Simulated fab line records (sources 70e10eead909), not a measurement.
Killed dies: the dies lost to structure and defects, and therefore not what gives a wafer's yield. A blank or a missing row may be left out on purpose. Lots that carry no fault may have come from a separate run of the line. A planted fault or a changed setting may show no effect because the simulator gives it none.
The tool behind it: which one? :: flow nand_harc :: 24 lots, 72 wafers sampled, at 5 steps of a route of 1302

## WHAT EACH GAUGE READ, for each wafer
NHARC_A_SLIT_CD_MEAS_21.
lot: L075
measured: day 20 02:46
on: cd_sem-02
cd_nm (nm): 289.0 290.3 288.3

lot: L076
measured: day 20 13:20
on: cd_sem-02
cd_nm (nm): 289.9 290.0 289.4

lot: L074
measured: day 20 14:58
on: cd_sem-02
cd_nm (nm): 290.1 290.4 289.7

lot: L077
measured: day 21 10:03
on: cd_sem-02
cd_nm (nm): 289.1 289.5 288.5

lot: L078
measured: day 21 10:10
on: cd_sem-03
cd_nm (nm): 288.5 290.6 290.2

lot: L079
measured: day 22 08:05
on: cd_sem-03
cd_nm (nm): 288.9 289.2 288.8

lot: L080
measured: day 22 09:47
on: cd_sem-03
cd_nm (nm): 286.8 289.2 288.9

lot: L082
measured: day 23 05:55
on: cd_sem-02
cd_nm (nm): 289.4 290.0 289.7

lot: L081
measured: day 23 15:06
on: cd_sem-01
cd_nm (nm): 288.8 289.3 289.6

lot: L083
measured: day 23 15:10
on: cd_sem-02
cd_nm (nm): 287.4 288.9 287.6

lot: L084
measured: day 24 12:15
on: cd_sem-01
cd_nm (nm): 288.8 289.7 289.6

lot: L085
measured: day 24 16:42
on: cd_sem-01
cd_nm (nm): 287.0 287.4 287.4

lot: L086
measured: day 25 02:02
on: cd_sem-01
cd_nm (nm): 289.2 289.5 288.8

lot: L087
measured: day 25 07:25
on: cd_sem-02
cd_nm (nm): 289.3 290.5 288.4

lot: L089
measured: day 25 17:59
on: cd_sem-01
cd_nm (nm): 290.5 289.9 290.2

lot: L088
measured: day 25 21:52
on: cd_sem-03
cd_nm (nm): 288.9 290.0 288.9

lot: L091
measured: day 27 03:40
on: cd_sem-03
cd_nm (nm): 288.8 288.6 287.6

lot: L092
measured: day 27 11:44
on: cd_sem-01
cd_nm (nm): 289.7 290.9 290.5

lot: L090
measured: day 27 12:11
on: cd_sem-01
cd_nm (nm): 290.0 290.5 289.9

lot: L093
measured: day 27 19:43
on: cd_sem-01
cd_nm (nm): 288.5 289.2 290.0

lot: L094
measured: day 28 10:12
on: cd_sem-02
cd_nm (nm): 289.6 290.6 288.6

lot: L095
measured: day 29 04:20
on: cd_sem-01
cd_nm (nm): 288.2 288.8 287.9

lot: L096
measured: day 29 04:22
on: cd_sem-03
cd_nm (nm): 288.9 290.1 289.9

lot: L097
measured: day 29 20:08
on: cd_sem-03
cd_nm (nm): 288.4 290.1 288.6

NHARC_A_CONTACT_INSPECT_44.
lot: L075
measured: day 21 11:33
on: defect_inspect-01
raw_defect_count: 19 13 19

lot: L076
measured: day 21 22:00
on: defect_inspect-01
raw_defect_count: 167 157 131

lot: L074
measured: day 22 00:51
on: defect_inspect-02
raw_defect_count: 124 120 123

lot: L077
measured: day 22 17:02
on: defect_inspect-02
raw_defect_count: 102 115 97

lot: L078
measured: day 22 16:53
on: defect_inspect-01
raw_defect_count: 18 22 16

lot: L079
measured: day 23 15:10
on: defect_inspect-01
raw_defect_count: 116 121 111

lot: L080
measured: day 23 15:08
on: defect_inspect-02
raw_defect_count: 59 66 56

lot: L082
measured: day 24 14:41
on: defect_inspect-02
raw_defect_count: 74 73 68

lot: L081
measured: day 24 21:31
on: defect_inspect-02
raw_defect_count: 67 77 61

lot: L083
measured: day 24 21:22
on: defect_inspect-01
raw_defect_count: 74 80 69

lot: L084
measured: day 26 00:23
on: defect_inspect-02
raw_defect_count: 122 118 109

lot: L085
measured: day 26 00:25
on: defect_inspect-01
raw_defect_count: 48 37 32

lot: L086
measured: day 26 11:23
on: defect_inspect-02
raw_defect_count: 68 65 69

lot: L087
measured: day 26 17:20
on: defect_inspect-01
raw_defect_count: 101 103 94

lot: L089
measured: day 27 03:18
on: defect_inspect-01
raw_defect_count: 62 77 60

lot: L088
measured: day 27 11:31
on: defect_inspect-02
raw_defect_count: 185 138 137

lot: L091
measured: day 28 13:06
on: defect_inspect-01
raw_defect_count: 72 77 74

lot: L092
measured: day 28 19:14
on: defect_inspect-01
raw_defect_count: 120 113 133

lot: L090
measured: day 28 18:17
on: defect_inspect-01
raw_defect_count: 61 51 59

lot: L093
measured: day 29 07:44
on: defect_inspect-02
raw_defect_count: 111 114 158

lot: L094
measured: day 29 19:35
on: defect_inspect-02
raw_defect_count: 70 84 63

lot: L095
measured: day 30 14:08
on: defect_inspect-01
raw_defect_count: 86 79 94

lot: L096
measured: day 30 10:50
on: defect_inspect-01
raw_defect_count: 77 82 82

lot: L097
measured: day 31 04:30
on: defect_inspect-02
raw_defect_count: 65 63 61

## WHAT TOOL EACH LOT RAN ON (gives the tool, then ch and the chambers of the sampled wafers, and finally the start)
lot: L075
NHARC_A_SLIT_DESCUM_14: rie_diel-09 ch 0,2, day 19 20:29
NHARC_A_CONTACT_DEP_24: pecvd-01 ch 0,1,2, day 21 04:54
NHARC_A_CONTACT_DEP_28: acl_dep-02 ch 0, day 21 07:07

lot: L076
NHARC_A_SLIT_DESCUM_14: rie_diel-06 ch 0,1,2, day 20 04:50
NHARC_A_CONTACT_DEP_24: pecvd-02 ch 0,1,2, day 21 15:42
NHARC_A_CONTACT_DEP_28: acl_dep-02 ch 0, day 21 19:00

lot: L074
NHARC_A_SLIT_DESCUM_14: rie_diel-09 ch 1,2, day 20 05:43
NHARC_A_CONTACT_DEP_24: pecvd-02 ch 1,2, day 21 17:55
NHARC_A_CONTACT_DEP_28: acl_dep-01 ch 0, day 21 19:41

lot: L077
NHARC_A_SLIT_DESCUM_14: rie_diel-10 ch 2,3, day 21 03:43
NHARC_A_CONTACT_DEP_24: pecvd-02 ch 1,2, day 22 11:23
NHARC_A_CONTACT_DEP_28: acl_dep-01 ch 0, day 22 11:52

lot: L078
NHARC_A_SLIT_DESCUM_14: rie_diel-09 ch 2,3, day 21 03:52
NHARC_A_CONTACT_DEP_24: pecvd-01 ch 0,2, day 22 11:11
NHARC_A_CONTACT_DEP_28: acl_dep-03 ch 0, day 22 11:47

lot: L079
NHARC_A_SLIT_DESCUM_14: rie_diel-06 ch 0,1,3, day 22 01:50
NHARC_A_CONTACT_DEP_24: pecvd-02 ch 0,1, day 23 09:27
NHARC_A_CONTACT_DEP_28: acl_dep-02 ch 0, day 23 10:06

lot: L080
NHARC_A_SLIT_DESCUM_14: rie_diel-06 ch 0,2,3, day 22 03:29
NHARC_A_CONTACT_DEP_24: pecvd-01 ch 0,1,2, day 23 09:38
NHARC_A_CONTACT_DEP_28: acl_dep-01 ch 0, day 23 12:09

lot: L082
NHARC_A_SLIT_DESCUM_14: rie_diel-10 ch 1,2, day 22 23:34
NHARC_A_CONTACT_DEP_24: pecvd-01 ch 1,2, day 24 07:40
NHARC_A_CONTACT_DEP_28: acl_dep-03 ch 0, day 24 09:31

lot: L081
NHARC_A_SLIT_DESCUM_14: rie_diel-09 ch 0,3, day 23 08:45
NHARC_A_CONTACT_DEP_24: pecvd-04 ch 0,1, day 24 15:37
NHARC_A_CONTACT_DEP_28: acl_dep-03 ch 0, day 24 16:25

lot: L083
NHARC_A_SLIT_DESCUM_14: rie_diel-10 ch 1,3, day 23 08:54
NHARC_A_CONTACT_DEP_24: pecvd-01 ch 0,1, day 24 15:38
NHARC_A_CONTACT_DEP_28: acl_dep-01 ch 0, day 24 16:54

lot: L084
NHARC_A_SLIT_DESCUM_14: rie_diel-10 ch 0,2,3, day 24 05:54
NHARC_A_CONTACT_DEP_24: pecvd-02 ch 0,1, day 25 12:59
NHARC_A_CONTACT_DEP_28: acl_dep-03 ch 0, day 25 15:13

lot: L085
NHARC_A_SLIT_DESCUM_14: rie_diel-06 ch 2,3, day 24 10:22
NHARC_A_CONTACT_DEP_24: pecvd-01 ch 0,2, day 25 18:15
NHARC_A_CONTACT_DEP_28: acl_dep-02 ch 0, day 25 19:58

lot: L086
NHARC_A_SLIT_DESCUM_14: rie_diel-10 ch 0,1, day 24 19:20
NHARC_A_CONTACT_DEP_24: pecvd-02 ch 0,2, day 26 05:39
NHARC_A_CONTACT_DEP_28: acl_dep-01 ch 0, day 26 06:16

lot: L087
NHARC_A_SLIT_DESCUM_14: rie_diel-10 ch 2,3, day 25 01:09
NHARC_A_CONTACT_DEP_24: pecvd-02 ch 0,2, day 26 10:49
NHARC_A_CONTACT_DEP_28: acl_dep-01 ch 0, day 26 12:19

lot: L089
NHARC_A_SLIT_DESCUM_14: rie_diel-09 ch 1,3, day 25 11:38
NHARC_A_CONTACT_DEP_24: pecvd-02 ch 0,1,2, day 26 18:53
NHARC_A_CONTACT_DEP_28: acl_dep-01 ch 0, day 26 22:55

lot: L088
NHARC_A_SLIT_DESCUM_14: rie_diel-10 ch 0,1,3, day 25 12:21
NHARC_A_CONTACT_DEP_24: pecvd-04 ch 0,2, day 27 03:56
NHARC_A_CONTACT_DEP_28: acl_dep-01 ch 0, day 27 06:19

lot: L091
NHARC_A_SLIT_DESCUM_14: rie_diel-10 ch 0,2, day 26 21:15
NHARC_A_CONTACT_DEP_24: pecvd-04 ch 1,2, day 28 07:26
NHARC_A_CONTACT_DEP_28: acl_dep-03 ch 0, day 28 08:02

lot: L092
NHARC_A_SLIT_DESCUM_14: rie_diel-09 ch 0,3, day 27 05:08
NHARC_A_CONTACT_DEP_24: pecvd-02 ch 1,2, day 28 12:23
NHARC_A_CONTACT_DEP_28: acl_dep-01 ch 0, day 28 14:07

lot: L090
NHARC_A_SLIT_DESCUM_14: rie_diel-06 ch 0,1,2, day 27 05:53
NHARC_A_CONTACT_DEP_24: pecvd-04 ch 0,1,2, day 28 12:37
NHARC_A_CONTACT_DEP_28: acl_dep-02 ch 0, day 28 13:55

lot: L093
NHARC_A_SLIT_DESCUM_14: rie_diel-09 ch 1,2,3, day 27 13:10
NHARC_A_CONTACT_DEP_24: pecvd-04 ch 0,2, day 29 00:30
NHARC_A_CONTACT_DEP_28: acl_dep-02 ch 0, day 29 03:26

lot: L094
NHARC_A_SLIT_DESCUM_14: rie_diel-06 ch 2,3, day 28 03:54
NHARC_A_CONTACT_DEP_24: pecvd-02 ch 0,1, day 29 12:25
NHARC_A_CONTACT_DEP_28: acl_dep-02 ch 0, day 29 15:12

lot: L095
NHARC_A_SLIT_DESCUM_14: rie_diel-09 ch 0,1, day 28 21:58
NHARC_A_CONTACT_DEP_24: pecvd-02 ch 1,2, day 30 05:09
NHARC_A_CONTACT_DEP_28: acl_dep-02 ch 0, day 30 10:27

lot: L096
NHARC_A_SLIT_DESCUM_14: rie_diel-10 ch 0,1,3, day 28 22:07
NHARC_A_CONTACT_DEP_24: pecvd-01 ch 0,1, day 30 05:06
NHARC_A_CONTACT_DEP_28: acl_dep-03 ch 0, day 30 06:35

lot: L097
NHARC_A_SLIT_DESCUM_14: rie_diel-10 ch 0,1,2, day 29 13:45
NHARC_A_CONTACT_DEP_24: pecvd-04 ch 0,1, day 30 20:59
NHARC_A_CONTACT_DEP_28: acl_dep-02 ch 0, day 31 00:05
- NHARC_A_SLIT_DESCUM_14: chemistry O2, time 3 s.
- NHARC_A_CONTACT_DEP_24: deposits SiO2, target thk 500 nm.
- NHARC_A_CONTACT_DEP_28: deposits aC, target thk 7000 nm.

## WHAT THE TOOLS THEMSELVES READ (means of the sampled wafers that have a number; where no wafer has one, the mark that the record gives instead)
NHARC_A_SLIT_DESCUM_14.
lot: L075
tool: rie_diel-09
chamber_pressure_mTorr (mTorr): 60.02
drypump_motor_current_A (A): 5.7
oes_product_au (a.u.): 1.024
rf_vpp_V (V): 57.7
showerhead_plenum_p_Torr (Torr): 1.88
throttle_valve_pct (%): 11.319

lot: L076
tool: rie_diel-06
chamber_pressure_mTorr (mTorr): 59.99
drypump_motor_current_A (A): 6.0
oes_product_au (a.u.): 1.006
rf_vpp_V (V): 57.3
showerhead_plenum_p_Torr (Torr): 1.92
throttle_valve_pct (%): 11.306

lot: L074
tool: rie_diel-09
chamber_pressure_mTorr (mTorr): 60.06
drypump_motor_current_A (A): 5.5
oes_product_au (a.u.): 1.024
rf_vpp_V (V): 57.7
showerhead_plenum_p_Torr (Torr): 1.93
throttle_valve_pct (%): 11.306

lot: L077
tool: rie_diel-10
chamber_pressure_mTorr (mTorr): 59.91
drypump_motor_current_A (A): 6.5
oes_product_au (a.u.): 1.006
rf_vpp_V (V): 57.6
showerhead_plenum_p_Torr (Torr): 1.89
throttle_valve_pct (%): 11.316

lot: L078
tool: rie_diel-09
chamber_pressure_mTorr (mTorr): 59.97
drypump_motor_current_A (A): 5.7
oes_product_au (a.u.): 1.022
rf_vpp_V (V): 58.4
showerhead_plenum_p_Torr (Torr): 1.93
throttle_valve_pct (%): 11.315

lot: L079
tool: rie_diel-06
chamber_pressure_mTorr (mTorr): 60.04
drypump_motor_current_A (A): 6.1
oes_product_au (a.u.): 0.995
rf_vpp_V (V): 58.8
showerhead_plenum_p_Torr (Torr): 1.97
throttle_valve_pct (%): 11.312

lot: L080
tool: rie_diel-06
chamber_pressure_mTorr (mTorr): 60.00
drypump_motor_current_A (A): 5.8
oes_product_au (a.u.): 0.999
rf_vpp_V (V): 58.4
showerhead_plenum_p_Torr (Torr): 1.94
throttle_valve_pct (%): 11.316

lot: L082
tool: rie_diel-10
chamber_pressure_mTorr (mTorr): 60.03
drypump_motor_current_A (A): 6.2
oes_product_au (a.u.): 1.002
rf_vpp_V (V): 58.2
showerhead_plenum_p_Torr (Torr): 1.87
throttle_valve_pct (%): 11.304

lot: L081
tool: rie_diel-09
chamber_pressure_mTorr (mTorr): 60.02
drypump_motor_current_A (A): 5.5
oes_product_au (a.u.): 0.987
rf_vpp_V (V): 57.6
showerhead_plenum_p_Torr (Torr): 1.93
throttle_valve_pct (%): 11.316

lot: L083
tool: rie_diel-10
chamber_pressure_mTorr (mTorr): 60.04
drypump_motor_current_A (A): 6.0
oes_product_au (a.u.): 0.997
rf_vpp_V (V): 57.0
showerhead_plenum_p_Torr (Torr): 1.90
throttle_valve_pct (%): 11.313

lot: L084
tool: rie_diel-10
chamber_pressure_mTorr (mTorr): 60.00
drypump_motor_current_A (A): 6.4
oes_product_au (a.u.): 0.994
rf_vpp_V (V): 57.5
showerhead_plenum_p_Torr (Torr): 1.93
throttle_valve_pct (%): 11.312

lot: L085
tool: rie_diel-06
chamber_pressure_mTorr (mTorr): 59.97
drypump_motor_current_A (A): 6.0
oes_product_au (a.u.): 1.015
rf_vpp_V (V): 58.6
showerhead_plenum_p_Torr (Torr): 1.94
throttle_valve_pct (%): 11.312

lot: L086
tool: rie_diel-10
chamber_pressure_mTorr (mTorr): 59.95
drypump_motor_current_A (A): 6.0
oes_product_au (a.u.): 1.003
rf_vpp_V (V): 57.7
showerhead_plenum_p_Torr (Torr): 1.91
throttle_valve_pct (%): 11.303

lot: L087
tool: rie_diel-10
chamber_pressure_mTorr (mTorr): 60.04
drypump_motor_current_A (A): 6.3
oes_product_au (a.u.): 0.994
rf_vpp_V (V): 57.2
showerhead_plenum_p_Torr (Torr): 1.90
throttle_valve_pct (%): 11.315

lot: L089
tool: rie_diel-09
chamber_pressure_mTorr (mTorr): 60.04
drypump_motor_current_A (A): 5.5
oes_product_au (a.u.): 0.973
rf_vpp_V (V): 58.0
showerhead_plenum_p_Torr (Torr): 1.96
throttle_valve_pct (%): 11.314

lot: L088
tool: rie_diel-10
chamber_pressure_mTorr (mTorr): 59.99
drypump_motor_current_A (A): 6.1
oes_product_au (a.u.): 0.995
rf_vpp_V (V): 57.7
showerhead_plenum_p_Torr (Torr): 1.93
throttle_valve_pct (%): 11.312

lot: L091
tool: rie_diel-10
chamber_pressure_mTorr (mTorr): 60.02
drypump_motor_current_A (A): 6.5
oes_product_au (a.u.): 1.014
rf_vpp_V (V): 58.1
showerhead_plenum_p_Torr (Torr): 1.96
throttle_valve_pct (%): 11.316

lot: L092
tool: rie_diel-09
chamber_pressure_mTorr (mTorr): 59.91
drypump_motor_current_A (A): 5.5
oes_product_au (a.u.): 0.993
rf_vpp_V (V): 57.3
showerhead_plenum_p_Torr (Torr): 1.88
throttle_valve_pct (%): 11.311

lot: L090
tool: rie_diel-06
chamber_pressure_mTorr (mTorr): 60.02
drypump_motor_current_A (A): 6.0
oes_product_au (a.u.): 0.989
rf_vpp_V (V): 57.4
showerhead_plenum_p_Torr (Torr): 1.92
throttle_valve_pct (%): 11.314

lot: L093
tool: rie_diel-09
chamber_pressure_mTorr (mTorr): 60.04
drypump_motor_current_A (A): 5.6
oes_product_au (a.u.): 0.988
rf_vpp_V (V): 57.4
showerhead_plenum_p_Torr (Torr): 1.93
throttle_valve_pct (%): 11.318

lot: L094
tool: rie_diel-06
chamber_pressure_mTorr (mTorr): 59.99
drypump_motor_current_A (A): 5.9
oes_product_au (a.u.): 0.999
rf_vpp_V (V): 58.3
showerhead_plenum_p_Torr (Torr): 1.94
throttle_valve_pct (%): 11.320

lot: L095
tool: rie_diel-09
chamber_pressure_mTorr (mTorr): 59.94
drypump_motor_current_A (A): 5.4
oes_product_au (a.u.): 1.000
rf_vpp_V (V): 56.9
showerhead_plenum_p_Torr (Torr): 1.91
throttle_valve_pct (%): 11.310

lot: L096
tool: rie_diel-10
chamber_pressure_mTorr (mTorr): 59.97
drypump_motor_current_A (A): 6.1
oes_product_au (a.u.): 1.000
rf_vpp_V (V): 58.0
showerhead_plenum_p_Torr (Torr): 1.92
throttle_valve_pct (%): 11.315

lot: L097
tool: rie_diel-10
chamber_pressure_mTorr (mTorr): 60.03
drypump_motor_current_A (A): 6.3
oes_product_au (a.u.): 1.003
rf_vpp_V (V): 58.0
showerhead_plenum_p_Torr (Torr): 1.91
throttle_valve_pct (%): 11.313

NHARC_A_CONTACT_DEP_24.
lot: L075
tool: pecvd-01
heater_power_w (W): 593
throttle_valve_pct (%): 15.6

lot: L076
tool: pecvd-02
heater_power_w (W): 560
throttle_valve_pct (%): 14.9

lot: L074
tool: pecvd-02
heater_power_w (W): 528
throttle_valve_pct (%): 14.6

lot: L077
tool: pecvd-02
heater_power_w (W): 609
throttle_valve_pct (%): 15.0

lot: L078
tool: pecvd-01
heater_power_w (W): 725
throttle_valve_pct (%): 15.1

lot: L079
tool: pecvd-02
heater_power_w (W): 595
throttle_valve_pct (%): 15.3

lot: L080
tool: pecvd-01
heater_power_w (W): 637
throttle_valve_pct (%): 15.3

lot: L082
tool: pecvd-01
heater_power_w (W): 543
throttle_valve_pct (%): 14.8

lot: L081
tool: pecvd-04
heater_power_w (W): 463
throttle_valve_pct (%): 16.0

lot: L083
tool: pecvd-01
heater_power_w (W): 580
throttle_valve_pct (%): 16.1

lot: L084
tool: pecvd-02
heater_power_w (W): 693
throttle_valve_pct (%): 15.4

lot: L085
tool: pecvd-01
heater_power_w (W): 676
throttle_valve_pct (%): 15.9

lot: L086
tool: pecvd-02
heater_power_w (W): 484
throttle_valve_pct (%): 14.9

lot: L087
tool: pecvd-02
heater_power_w (W): 489
throttle_valve_pct (%): 14.8

lot: L089
tool: pecvd-02
heater_power_w (W): 590
throttle_valve_pct (%): 14.8

lot: L088
tool: pecvd-04
heater_power_w (W): 598
throttle_valve_pct (%): 16.9

lot: L091
tool: pecvd-04
heater_power_w (W): 580
throttle_valve_pct (%): 15.6

lot: L092
tool: pecvd-02
heater_power_w (W): 672
throttle_valve_pct (%): 15.0

lot: L090
tool: pecvd-04
heater_power_w (W): 536
throttle_valve_pct (%): 16.0

lot: L093
tool: pecvd-04
heater_power_w (W): 509
throttle_valve_pct (%): 16.5

lot: L094
tool: pecvd-02
heater_power_w (W): 684
throttle_valve_pct (%): 15.0

lot: L095
tool: pecvd-02
heater_power_w (W): 684
throttle_valve_pct (%): 15.0

lot: L096
tool: pecvd-01
heater_power_w (W): 503
throttle_valve_pct (%): 15.3

lot: L097
tool: pecvd-04
heater_power_w (W): 456
throttle_valve_pct (%): 16.4

NHARC_A_CONTACT_DEP_28.
lot: L075
tool: acl_dep-02
throttle_valve_pct (%): 35.000

lot: L076
tool: acl_dep-02
throttle_valve_pct (%): 35.004

lot: L074
tool: acl_dep-01
throttle_valve_pct (%): 35.008

lot: L077
tool: acl_dep-01
throttle_valve_pct (%): 34.997

lot: L078
tool: acl_dep-03
throttle_valve_pct (%): 35.015

lot: L079
tool: acl_dep-02
throttle_valve_pct (%): 34.996

lot: L080
tool: acl_dep-01
throttle_valve_pct (%): 35.005

lot: L082
tool: acl_dep-03
throttle_valve_pct (%): 34.999

lot: L081
tool: acl_dep-03
throttle_valve_pct (%): 34.993

lot: L083
tool: acl_dep-01
throttle_valve_pct (%): 34.996

lot: L084
tool: acl_dep-03
throttle_valve_pct (%): 34.988

lot: L085
tool: acl_dep-02
throttle_valve_pct (%): 34.997

lot: L086
tool: acl_dep-01
throttle_valve_pct (%): 35.007

lot: L087
tool: acl_dep-01
throttle_valve_pct (%): 35.001

lot: L089
tool: acl_dep-01
throttle_valve_pct (%): 35.000

lot: L088
tool: acl_dep-01
throttle_valve_pct (%): 35.007

lot: L091
tool: acl_dep-03
throttle_valve_pct (%): 34.999

lot: L092
tool: acl_dep-01
throttle_valve_pct (%): 34.997

lot: L090
tool: acl_dep-02
throttle_valve_pct (%): 34.998

lot: L093
tool: acl_dep-02
throttle_valve_pct (%): 34.988

lot: L094
tool: acl_dep-02
throttle_valve_pct (%): 34.994

lot: L095
tool: acl_dep-02
throttle_valve_pct (%): 35.009

lot: L096
tool: acl_dep-03
throttle_valve_pct (%): 34.998

lot: L097
tool: acl_dep-02
throttle_valve_pct (%): 34.996

## THE ANSWER, worked out from the rows above alone
Rule: what is usual is taken from the lots themselves. Put in order of their means at a reading, lots are off if they are a third of the lots or fewer, leave a main group of 4 or more, and stand apart from it by a gap of 3 or more times the standard deviation of the main group's means; of several such gaps the widest counts. Not used: any main group whose means are identical at the precision the tables above print for the reading. A lot without any number at a reading at which 4 lots or more have one is off too. Any other lot the step has rows for is counted as sound. First the gauges in route order, then the tools' own readings, where a lot's mean is used as printed above. At the first step where some lot is off, the reading lying furthest off is the one used; lots without a number count as furthest.
Nothing can be told from this: no lot is off at any reading shown.

## WHAT HAD BEEN PUT IN BY THE SIMULATOR
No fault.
